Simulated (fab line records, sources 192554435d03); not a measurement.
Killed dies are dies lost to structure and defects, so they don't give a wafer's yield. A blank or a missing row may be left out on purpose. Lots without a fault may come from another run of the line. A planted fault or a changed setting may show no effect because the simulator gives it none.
Problem report in the 8D (eight disciplines) form, filled by code | flow n5_finfet | the parts of the form that need people (team, actions taken, sign-off) are left out

1. THE PROBLEM
chamber_pressure_pa at N5_BEOL_M1_SPUTTER_92 reads a mean of 0.08 Pa on 1 wafer of 1 lot; wafers without a fault read 0.07 Pa with a standard deviation of 0.00015. That is +93 standard deviations from the usual mean.
The step: material Cu, target thk 4.5 nm, time 8.29 s.
First seen on wafer L938.5, day 9 18:23, on pvd_sputter-02. The record holds 30 wafers of 10 lots with a number at this step. Rule for "out", or "out of limits": more than 4 standard deviations from the usual mean. The other wafers with a number count as sound.

2. WHAT IT IS AND WHAT IT IS NOT
question                    | is                  | is not
which readings at this step | chamber_pressure_pa | -
which lots                  | L938                | L925, L928, L932, L934, L935, L937, L940, L946, L948
which wafers of those lots  | L938.5              | L938.4, L938.6
read on which tools         | pvd_sputter-02      | pvd_sputter-01, pvd_sputter-03
when                        | from day 9 18:23    | up to then (17 sound wafers); but 12 sound wafers of L937, L940, L946, L948 came after

3. SUSPECTS, AND WHAT RULES EACH OUT
Counting: a tool at a process step up to the reading stays a suspect if it ran every lot that is out. Sound lots after the first of them don't rule it out here, since some wafers of a struck lot are sound.
- rie_diel-01 at N5_BEOL_M1_STRIP_36 (strips in N2/H2): kept. It ran the lot that is out, L938 (day 9 14:24); its last sound lot up to then is L935 (day 8 19:43).
- pvd_sputter-02 at N5_BEOL_M1_ANNEAL_82 (time 240 s): kept. It ran the lot that is out, L938 (day 9 17:35); its last sound lot up to then is L935 (day 8 21:26).
- pvd_sputter-02 at N5_BEOL_M1_ANNEAL_91 (time 240 s): kept. It ran the lot that is out, L938 (day 9 18:15); its last sound lot up to then is L935 (day 8 22:05).
- pvd_sputter-02 at N5_BEOL_M1_SPUTTER_92 (material Cu, target thk 4.5 nm, time 8.29 s): kept. It ran the lot that is out, L938 (day 9 18:23); its last sound lot up to then is L935 (day 8 22:14). Its own readings are out on those wafers: chamber_pressure_pa.
- Within rie_diel-01 at N5_BEOL_M1_STRIP_36: the wafers that are out ran in chamber 2; their sound lot-mates ran in chamber 3.
Left after counting: rie_diel-01 at N5_BEOL_M1_STRIP_36, pvd_sputter-02 at N5_BEOL_M1_ANNEAL_82, pvd_sputter-02 at N5_BEOL_M1_ANNEAL_91, pvd_sputter-02 at N5_BEOL_M1_SPUTTER_92.

4. THE CAUSE (what the simulator had put in)
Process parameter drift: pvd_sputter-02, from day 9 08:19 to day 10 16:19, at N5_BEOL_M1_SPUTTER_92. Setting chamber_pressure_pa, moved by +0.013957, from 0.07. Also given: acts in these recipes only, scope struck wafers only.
Counting left 4 suspects, and this tool is among them.

5. THE CHAIN OF EFFECTS, in route order
Each row: a reading whose mean over the struck wafers that have a number lies more than 3 standard deviations from the usual. Only readings for which the record gives a usual standard deviation are gone through. hours: the time from each lot's start at the first step in this table that gives one to its start at this step, as a median over the lots. sigmas: the change in usual standard deviations.
hours | step                  | reading             | usual   | on struck wafers | change | sigmas
0     | N5_BEOL_M1_SPUTTER_92 | chamber_pressure_pa | 0.07 Pa | 0.08             | +0.01  | +93
0     | N5_BEOL_M1_SPUTTER_92 | throttle_valve_pct  | 30.7 %  | 27.2             | -3.5   | -3.5
The process steps in it:
- N5_BEOL_M1_SPUTTER_92: material Cu, target thk 4.5 nm, time 8.29 s.
Later measuring or inspecting steps at which every struck wafer that the step has a row for has a number for every such reading, and none has moved that far: N5_BEOL_M4_RC_MEAS_101.

6. WHAT WOULD HAVE CAUGHT IT SOONER
In this record the first reading out of limits was taken at day 9 18:23, 10 hours after the fault began at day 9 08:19.
